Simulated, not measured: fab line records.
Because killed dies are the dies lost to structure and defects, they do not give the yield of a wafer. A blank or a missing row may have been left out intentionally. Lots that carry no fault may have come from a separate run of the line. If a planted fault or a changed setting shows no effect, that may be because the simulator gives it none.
Which tool was responsible? / flow n5-finfet / 9 lots with 26 wafers sampled at 4 steps, on a route of 1938 steps

WHAT THE GAUGES SHOWED, per wafer
N5_FIN_SAQP_CD_MEAS_27: target cd 20 nm.
lot=L371; measured=day 2 06:03; on=cd-sem-01; cd-nm (nm)=20.40 20.20
lot=L376; measured=day 3 13:05; on=cd-sem-01; cd-nm (nm)=20.51 20.33 20.30
lot=L384; measured=day 5 11:28; on=cd-sem-02; cd-nm (nm)=20.47 20.14 20.21
lot=L385; measured=day 5 17:47; on=cd-sem-01; cd-nm (nm)=20.48 20.59 20.67
lot=L386; measured=day 5 23:50; on=cd-sem-03; cd-nm (nm)=20.53 20.57 20.41
lot=L389; measured=day 6 18:27; on=cd-sem-03; cd-nm (nm)=- - -
lot=L390; measured=day 7 00:40; on=cd-sem-02; cd-nm (nm)=- - -
lot=L391; measured=day 7 06:27; on=cd-sem-03; cd-nm (nm)=- - -
lot=L393; measured=day 7 18:26; on=cd-sem-01; cd-nm (nm)=20.05 20.28 19.96

EACH LOT AND THE TOOL THAT RAN IT (in order: tool; ch and the chambers of the sampled wafers; start)
lot=L371; N5_FIN_SAQP_DESCUM_21=rie-diel-01 ch 1,3, day 2 04:01; N5_FIN_SAQP_ETCH_52=rie-diel-01 ch 1,3, day 2 04:07; N5_FIN_SAQP_SPACER1_ALD_24=ald-sin-03 ch 1,2, day 2 05:08
lot=L376; N5_FIN_SAQP_DESCUM_21=rie-diel-01 ch 1,2, day 3 09:52; N5_FIN_SAQP_ETCH_52=rie-diel-01 ch 1,2, day 3 09:58; N5_FIN_SAQP_SPACER1_ALD_24=ald-sin-04 ch 0,3, day 3 12:10
lot=L384; N5_FIN_SAQP_DESCUM_21=rie-diel-03 ch 0,2, day 5 09:13; N5_FIN_SAQP_ETCH_52=rie-diel-03 ch 0,2, day 5 09:19; N5_FIN_SAQP_SPACER1_ALD_24=ald-sin-04 ch 0,2,3, day 5 10:33
lot=L385; N5_FIN_SAQP_DESCUM_21=rie-diel-03 ch 0,1,2, day 5 15:31; N5_FIN_SAQP_ETCH_52=rie-diel-03 ch 0,1,2, day 5 15:37; N5_FIN_SAQP_SPACER1_ALD_24=ald-sin-04 ch 0,1,3, day 5 16:50
lot=L386; N5_FIN_SAQP_DESCUM_21=rie-diel-04 ch 1,3, day 5 21:49; N5_FIN_SAQP_ETCH_52=rie-diel-04 ch 1,3, day 5 21:55; N5_FIN_SAQP_SPACER1_ALD_24=ald-sin-03 ch 0,2,3, day 5 22:55
lot=L389; N5_FIN_SAQP_DESCUM_21=rie-diel-01 ch 1,3, day 6 16:02; N5_FIN_SAQP_ETCH_52=rie-diel-01 ch 1,3, day 6 16:08; N5_FIN_SAQP_SPACER1_ALD_24=ald-sin-04 ch 1,2, day 6 17:32
lot=L390; N5_FIN_SAQP_DESCUM_21=rie-diel-04 ch 1,2,3, day 6 22:40; N5_FIN_SAQP_ETCH_52=rie-diel-04 ch 1,2,3, day 6 22:45; N5_FIN_SAQP_SPACER1_ALD_24=ald-sin-03 ch 1,2,3, day 6 23:45
lot=L391; N5_FIN_SAQP_DESCUM_21=rie-diel-03 ch 0,2, day 7 04:24; N5_FIN_SAQP_ETCH_52=rie-diel-03 ch 0,2, day 7 04:29; N5_FIN_SAQP_SPACER1_ALD_24=ald-sin-03 ch 1,2,3, day 7 05:29
lot=L393; N5_FIN_SAQP_DESCUM_21=rie-diel-01 ch 1,2, day 7 16:01; N5_FIN_SAQP_ETCH_52=rie-diel-01 ch 1,2, day 7 16:07; N5_FIN_SAQP_SPACER1_ALD_24=ald-sin-03 ch 1,2,3, day 7 17:50
- N5_FIN_SAQP_DESCUM_21: chemistry O2, time 7.9 s.
- N5_FIN_SAQP_ETCH_52: etches SOC in N2/H2, target depth 100 nm, overetch 20 nm, time 150 s.
- N5_FIN_SAQP_SPACER1_ALD_24: deposits SiO2, target thk 20.3 nm, pulse time 1 s, purge time 2 s.

THE ANSWER, worked out from the rows above alone
Rule: the usual values come from the lots themselves. The widest of any qualifying gaps counts: lots, ordered by their means at a reading, are off when they make up no more than a third of the lots, leave a main group of 4 or more, and stand apart from it by 3 or more times the standard deviation of that group's means. If all means in a main group match to the digits the tables above print for the reading, that group is not used. Also off: a lot with no number at a reading for which 4 or more lots have one. Where the step has rows for the other lots, those lots are counted as sound.
Off: L389, L390, L391, at N5_FIN_SAQP_CD_MEAS_27 (cd-nm). Without a number there: L389, L390, L391. For the main group the mean is 20.36 nm and the standard deviation 0.16.
A tool fits if, at a process step before that reading, it ran every lot that is off, and no sound lot after the first of them. Those tools and the gauges at N5_FIN_SAQP_CD_MEAS_27 are tried in the same way. None of those tried fits.

WHAT WAS PUT IN BY THE SIMULATOR
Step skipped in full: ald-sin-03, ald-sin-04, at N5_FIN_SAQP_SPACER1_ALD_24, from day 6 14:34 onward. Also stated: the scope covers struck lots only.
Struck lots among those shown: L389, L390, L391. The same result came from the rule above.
